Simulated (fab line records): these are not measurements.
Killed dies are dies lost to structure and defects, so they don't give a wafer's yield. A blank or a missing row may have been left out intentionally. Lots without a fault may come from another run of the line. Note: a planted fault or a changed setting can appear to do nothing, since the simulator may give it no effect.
Which tool was responsible? :: flow nand harc :: 36 wafers from 12 lots sampled at 6 of the route's 1159 steps

WHAT EACH GAUGE READ, for each wafer
NHARC_A_BLC_INSPECT_28. Usual: raw defect count reads 446 (standard deviation 120).
lot: L883
measured: day 17 20:33
on: defect inspect-01
raw defect count: 465 532 585
flag: 

lot: L882
measured: day 18 00:34
on: defect inspect-02
raw defect count: 463 735 664
flag: 

lot: L884
measured: day 18 10:47
on: defect inspect-02
raw defect count: 683 432 634
flag: 

lot: L889
measured: day 19 16:47
on: defect inspect-01
raw defect count: 419 452 446
flag: 

lot: L890
measured: day 19 21:13
on: defect inspect-02
raw defect count: 541 255 311
flag: 

lot: L888
measured: day 19 22:07
on: defect inspect-01
raw defect count: 290 343 424
flag: 

lot: L893
measured: day 20 14:02
on: defect inspect-02
raw defect count: 338 531 320
flag: 

lot: L891
measured: day 20 14:05
on: defect inspect-01
raw defect count: 454 508 292
flag: 

lot: L892
measured: day 20 18:33
on: defect inspect-02
raw defect count: 703 482 543
flag: 

lot: L897
measured: day 22 01:15
on: defect inspect-02
raw defect count: 443 351 444
flag: 

lot: L898
measured: day 22 01:51
on: defect inspect-02
raw defect count: 544 424 426
flag: 

lot: L900
measured: day 22 20:35
on: defect inspect-02
raw defect count: 382 440 485
flag: 

NHARC_A_M0_INSPECT_11. Usual: raw defect count reads 30 (standard deviation 14).
lot: L883
measured: day 17 21:35
on: defect inspect-02
raw defect count: 21 16 14
flag: 

lot: L882
measured: day 18 02:20
on: defect inspect-02
raw defect count: 30 27 41
flag: 

lot: L884
measured: day 18 11:41
on: defect inspect-02
raw defect count: 20 30 38
flag: 

lot: L889
measured: day 19 17:41
on: defect inspect-01
raw defect count: 37 25 31
flag: 

lot: L890
measured: day 19 22:18
on: defect inspect-02
raw defect count: 12 8 10
flag: 

lot: L888
measured: day 19 23:01
on: defect inspect-02
raw defect count: 31 30 32
flag: 

lot: L893
measured: day 20 14:56
on: defect inspect-01
raw defect count: 12 10 6
flag: 

lot: L891
measured: day 20 15:07
on: defect inspect-02
raw defect count: 27 26 29
flag: 

lot: L892
measured: day 20 19:27
on: defect inspect-01
raw defect count: 48 46 53
flag: 

lot: L897
measured: day 22 02:25
on: defect inspect-02
raw defect count: 1192 1137 1176
flag: OFF

lot: L898
measured: day 22 02:45
on: defect inspect-02
raw defect count: 60 66 55
flag: 

lot: L900
measured: day 22 21:36
on: defect inspect-02
raw defect count: 1195 1160 1182
flag: OFF

NHARC_END_SORT_01. Usual: defect limited yield 95.5 %, standard deviation 1.8; killed at array 27, standard deviation 11; killed at other 0.6, standard deviation 1; killed at periphery 3.0, standard deviation 2.1; killed dies 31, standard deviation 12; killed open 3.2, standard deviation 1.7; killed short 1.7, standard deviation 1.4; sort_bin_2_pct 1.4 %, standard deviation 0.68; sort_bin_3_pct 0.25 %, standard deviation 0.2; sort_bin_4_pct 2.9 %, standard deviation 1.2; sort n pass 646, standard deviation 12; sort rim yield pct 95.7 %, standard deviation 2.8; sort yield pct 95.5 %, standard deviation 1.8.
lot: L882
measured: day 20 12:38
on: prober-02
defect limited yield (%): 95.9 96.0 94.1
killed at array: 24 21 38
killed at other: 0 1 1
killed at periphery: 4 5 1
killed dies: 28 27 40
killed open: 4 2 2
killed short: 0 2 3
sort_bin_2_pct (%): 1.3 1.5 2.4
sort_bin_3_pct (%): 0.15 0 0.44
sort_bin_4_pct (%): 2.7 2.5 3.1
sort n pass: 649 650 637
sort rim yield pct (%): 94.3 98.1 91.5
sort yield pct (%): 95.9 96.0 94.1
flag: 

lot: L884
measured: day 20 20:29
on: prober-02
defect limited yield (%): 96.6 95.3 95.0
killed at array: 19 30 27
killed at other: 2 0 3
killed at periphery: 2 2 4
killed dies: 23 32 34
killed open: 4 5 4
killed short: 1 0 2
sort_bin_2_pct (%): 1.9 1.6 1.3
sort_bin_3_pct (%): 0 0.30 0.15
sort_bin_4_pct (%): 1.5 2.8 3.5
sort n pass: 654 645 643
sort rim yield pct (%): 97.2 97.2 96.2
sort yield pct (%): 96.6 95.3 95.0
flag: 

lot: L889
measured: day 21 10:00
on: prober-02
defect limited yield (%): 95.0 96.3 95.9
killed at array: 32 24 25
killed at other: 0 0 1
killed at periphery: 2 1 2
killed dies: 34 25 28
killed open: 7 3 2
killed short: 0 2 2
sort_bin_2_pct (%): 1.0 0.9 1.0
sort_bin_3_pct (%): 0.74 0.15 0.30
sort_bin_4_pct (%): 3.2 2.7 2.8
sort n pass: 643 652 649
sort rim yield pct (%): 89.6 92.5 93.4
sort yield pct (%): 95.0 96.3 95.9
flag: 

lot: L888
measured: day 22 02:11
on: prober-02
defect limited yield (%): 95.1 94.8 95.6
killed at array: 29 28 27
killed at other: 1 0 0
killed at periphery: 3 7 3
killed dies: 33 35 30
killed open: 2 3 2
killed short: 3 3 1
sort_bin_2_pct (%): 1.6 1.6 1.9
sort_bin_3_pct (%): 0.44 0.30 0.30
sort_bin_4_pct (%): 2.8 3.2 2.2
sort n pass: 644 642 647
sort rim yield pct (%): 99.1 96.2 96.2
sort yield pct (%): 95.1 94.8 95.6
flag: 

lot: L893
measured: day 22 09:09
on: prober-02
defect limited yield (%): 98.1 97.9 98.2
killed at array: 12 12 10
killed at other: 0 0 0
killed at periphery: 1 2 2
killed dies: 13 14 12
killed open: 1 4 3
killed short: 1 0 1
sort_bin_2_pct (%): 0.4 0.9 0.6
sort_bin_3_pct (%): 0 0.15 0.30
sort_bin_4_pct (%): 1.5 1.0 0.9
sort n pass: 664 663 665
sort rim yield pct (%): 100.0 96.2 98.1
sort yield pct (%): 98.1 97.9 98.2
flag: 

lot: L891
measured: day 22 08:10
on: prober-01
defect limited yield (%): 96.3 96.9 95.3
killed at array: 22 18 26
killed at other: 1 1 0
killed at periphery: 2 2 6
killed dies: 25 21 32
killed open: 5 2 4
killed short: 0 0 3
sort_bin_2_pct (%): 1.5 0.7 1.8
sort_bin_3_pct (%): 0.44 0.15 0.30
sort_bin_4_pct (%): 1.8 2.2 2.7
sort n pass: 652 656 645
sort rim yield pct (%): 95.3 92.5 92.5
sort yield pct (%): 96.3 96.9 95.3
flag: 

lot: L897
measured: day 23 22:05
on: prober-02
defect limited yield (%): 87.9 83.6 87.7
killed at array: 77 109 74
killed at other: 1 0 0
killed at periphery: 4 2 9
killed dies: 82 111 83
killed open: 2 2 3
killed short: 2 3 1
sort_bin_2_pct (%): 4.9 5.9 3.7
sort_bin_3_pct (%): 3.84 5.32 5.02
sort_bin_4_pct (%): 3.4 5.2 3.5
sort n pass: 595 566 594
sort rim yield pct (%): 82.1 98.1 84.9
sort yield pct (%): 87.9 83.6 87.7
flag: OFF

lot: L898
measured: day 23 21:19
on: prober-01
defect limited yield (%): 93.9 91.4 92.6
killed at array: 39 57 46
killed at other: 0 0 1
killed at periphery: 2 1 3
killed dies: 41 58 50
killed open: 3 5 4
killed short: 1 3 1
sort_bin_2_pct (%): 1.5 3.8 2.2
sort_bin_3_pct (%): 0.89 0.30 0.15
sort_bin_4_pct (%): 3.7 4.4 5.0
sort n pass: 636 619 627
sort rim yield pct (%): 89.6 91.5 87.7
sort yield pct (%): 93.9 91.4 92.6
flag: 

lot: L900
measured: day 24 12:21
on: prober-01
defect limited yield (%): 83.0 77.8 77.4
killed at array: 109 148 148
killed at other: 0 1 0
killed at periphery: 6 1 5
killed dies: 115 150 153
killed open: 5 1 6
killed short: 1 2 2
sort_bin_2_pct (%): 5.0 7.4 6.1
sort_bin_3_pct (%): 3.99 6.65 7.53
sort_bin_4_pct (%): 8.0 8.1 9.0
sort n pass: 562 527 524
sort rim yield pct (%): 79.2 93.4 84.0
sort yield pct (%): 83.0 77.8 77.4
flag: OFF

WHAT TOOL EACH LOT RAN ON (gives the tool, then ch and the chambers of the sampled wafers, and finally the start)
lot: L883
NHARC_A_BLC_ALD_23: ald metal-03 ch 2,3, day 17 19:25
NHARC_A_M0_DEP_00: pecvd-02 ch 0,1, day 17 20:37
NHARC_A_M0_ETCH_15: rie diel-13 ch 1,2, no start

lot: L882
NHARC_A_BLC_ALD_23: ald metal-02 ch 1,2,3, day 17 23:27
NHARC_A_M0_DEP_00: pecvd-03 ch 0,1,2, day 18 01:22
NHARC_A_M0_ETCH_15: rie diel-13 ch 0,1,2, day 20 12:38 or earlier

lot: L884
NHARC_A_BLC_ALD_23: ald metal-03 ch 0,1,2, day 18 01:07
NHARC_A_M0_DEP_00: pecvd-04 ch 0,1,2, day 18 10:50
NHARC_A_M0_ETCH_15: rie diel-09 ch 0,1,2, day 20 20:29 or earlier

lot: L889
NHARC_A_BLC_ALD_23: ald metal-02 ch 0,1,2, day 19 14:16
NHARC_A_M0_DEP_00: pecvd-04 ch 1,2, day 19 16:51
NHARC_A_M0_ETCH_15: rie diel-07 ch 1,2,3, day 21 10:00 or earlier

lot: L890
NHARC_A_BLC_ALD_23: ald metal-04 ch 1,2, day 19 20:05
NHARC_A_M0_DEP_00: pecvd-02 ch 0,2, day 19 21:26
NHARC_A_M0_ETCH_15: rie diel-09 ch 2,3, no start

lot: L888
NHARC_A_BLC_ALD_23: ald metal-03 ch 0,1, day 19 20:59
NHARC_A_M0_DEP_00: pecvd-04 ch 0,1, day 19 22:16
NHARC_A_M0_ETCH_15: rie diel-09 ch 0,2,3, day 22 02:11 or earlier

lot: L893
NHARC_A_BLC_ALD_23: ald metal-04 ch 0,1,3, day 20 10:17
NHARC_A_M0_DEP_00: pecvd-04 ch 0,2, day 20 14:08
NHARC_A_M0_ETCH_15: rie diel-09 ch 0,2,3, day 22 09:09 or earlier

lot: L891
NHARC_A_BLC_ALD_23: ald metal-03 ch 0,2, day 20 11:07
NHARC_A_M0_DEP_00: pecvd-03 ch 1,2, day 20 14:15
NHARC_A_M0_ETCH_15: rie diel-13 ch 0,2, day 22 08:10 or earlier

lot: L892
NHARC_A_BLC_ALD_23: ald metal-02 ch 0,2, day 20 17:26
NHARC_A_M0_DEP_00: pecvd-04 ch 1,2, day 20 18:37
NHARC_A_M0_ETCH_15: rie diel-09 ch 2,3, no start

lot: L897
NHARC_A_BLC_ALD_23: ald metal-04 ch 0,1,3, day 22 00:08
NHARC_A_M0_DEP_00: pecvd-04 ch 0,2, day 22 01:23
NHARC_A_M0_ETCH_15: rie diel-09 ch 0,1,3, day 23 22:05 or earlier

lot: L898
NHARC_A_BLC_ALD_23: ald metal-02 ch 0,2,3, day 22 00:41
NHARC_A_M0_DEP_00: pecvd-03 ch 0,1, day 22 01:58
NHARC_A_M0_ETCH_15: rie diel-13 ch 1,2,3, day 23 21:19 or earlier

lot: L900
NHARC_A_BLC_ALD_23: ald metal-03 ch 0,1,2, day 22 11:30
NHARC_A_M0_DEP_00: pecvd-04 ch 0,1,2, day 22 20:39
NHARC_A_M0_ETCH_15: rie diel-07 ch 1,2,3, day 24 12:21 or earlier
- NHARC_A_BLC_ALD_23: deposits TiN, target thk 3 nm, pulse time 1 s, ald cycles 150.
- NHARC_A_M0_DEP_00: deposits SiOC, target thk 150 nm.
- NHARC_A_M0_ETCH_15: etches the open film in C4F8/Ar, target depth 150 nm, overetch 15 nm, time 82.5 s.

AS READ BY THE TOOLS THEMSELVES (means over the sampled wafers that have a number; for cases with no such wafer, the mark the record gives instead)
NHARC_A_BLC_ALD_23. Usual: heater power w 1086 W, standard deviation 130; precursor pulse height rel 1.000, standard deviation 0.02.
lot: L883
tool: ald metal-03
heater power w (W): 1148
precursor pulse height rel: 0.996
flag: 

lot: L882
tool: ald metal-02
heater power w (W): 1086
precursor pulse height rel: 0.996
flag: 

lot: L884
tool: ald metal-03
heater power w (W): 1033
precursor pulse height rel: 1.004
flag: 

lot: L889
tool: ald metal-02
heater power w (W): 1178
precursor pulse height rel: 1.004
flag: 

lot: L890
tool: ald metal-04
heater power w (W): 1123
precursor pulse height rel: 0.985
flag: 

lot: L888
tool: ald metal-03
heater power w (W): 973
precursor pulse height rel: 0.984
flag: 

lot: L893
tool: ald metal-04
heater power w (W): 982
precursor pulse height rel: 0.995
flag: 

lot: L891
tool: ald metal-03
heater power w (W): 963
precursor pulse height rel: 0.989
flag: 

lot: L892
tool: ald metal-02
heater power w (W): 1142
precursor pulse height rel: 0.965
flag: 

lot: L897
tool: ald metal-04
heater power w (W): 975
precursor pulse height rel: 1.009
flag: 

lot: L898
tool: ald metal-02
heater power w (W): 1076
precursor pulse height rel: 1.005
flag: 

lot: L900
tool: ald metal-03
heater power w (W): 1064
precursor pulse height rel: 1.006
flag: 

NHARC_A_M0_ETCH_15. Usual: bias w 300.0 W, standard deviation 0.86; oes product au 0.957 a.u., standard deviation 0.022; rf vpp V 439.3 V, standard deviation 2.4.
lot: L883
tool: rie diel-13
bias w (W): 299.8
oes product au (a.u.): 0.930
rf vpp V (V): 439.8
flag: 

lot: L882
tool: rie diel-13
bias w (W): 300.3
oes product au (a.u.): 0.960
rf vpp V (V): 438.2
flag: 

lot: L884
tool: rie diel-09
bias w (W): 299.3
oes product au (a.u.): 0.929
rf vpp V (V): 439.4
flag: 

lot: L889
tool: rie diel-07
bias w (W): 300.5
oes product au (a.u.): 0.983
rf vpp V (V): 438.6
flag: 

lot: L890
tool: rie diel-09
bias w (W): 300.1
oes product au (a.u.): 0.955
rf vpp V (V): 440.6
flag: 

lot: L888
tool: rie diel-09
bias w (W): 299.8
oes product au (a.u.): 0.962
rf vpp V (V): 438.9
flag: 

lot: L893
tool: rie diel-09
bias w (W): 300.0
oes product au (a.u.): 0.969
rf vpp V (V): 439.3
flag: 

lot: L891
tool: rie diel-13
bias w (W): 299.7
oes product au (a.u.): 0.941
rf vpp V (V): 437.3
flag: 

lot: L892
tool: rie diel-09
bias w (W): 301.0
oes product au (a.u.): 0.951
rf vpp V (V): 440.4
flag: 

lot: L897
tool: rie diel-09
bias w (W): 300.6
oes product au (a.u.): 0.976
rf vpp V (V): 437.8
flag: 

lot: L898
tool: rie diel-13
bias w (W): 299.6
oes product au (a.u.): 0.972
rf vpp V (V): 440.2
flag: 

lot: L900
tool: rie diel-07
bias w (W): 300.3
oes product au (a.u.): 0.929
rf vpp V (V): 439.4
flag: 

THE ANSWER, worked out from the rows above alone
Rule: a lot is off if the mean of its wafers that have a number lies more than 3 standard deviations from the usual mean. Also off: a lot with no number at a reading for which 4 or more lots have one. Any other lot the step has rows for is counted as sound. After the gauges, taken in route order, come the tools' own readings; for these a lot's mean is taken, as printed above. The first step at which some lot is off is used, and at that step the reading that is off furthest; a lot without a number counts as furthest.
Off, at NHARC_A_M0_INSPECT_11 on raw defect count: L897, L900.
If a tool, at a process step before that reading, ran all the lots that are off and no sound lot after the first of them, it fits. The gauges at NHARC_A_M0_INSPECT_11 aren't tried: what is off there is off at NHARC_END_SORT_01 too, on other tools, and a gauge's error can't cause that. One candidate fits, namely pecvd-04 at NHARC_A_M0_DEP_00. A fault onset in the window from L892 (day 20 18:37, its last sound lot) to L897 (day 22 01:23, its first lot off) fits.

WHAT THE SIMULATOR PUT IN
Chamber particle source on pecvd-04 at NHARC_A_M0_DEP_00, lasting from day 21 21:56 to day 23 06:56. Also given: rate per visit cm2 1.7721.
Lots struck among those shown: L897, L900. The same result came from the rule above.
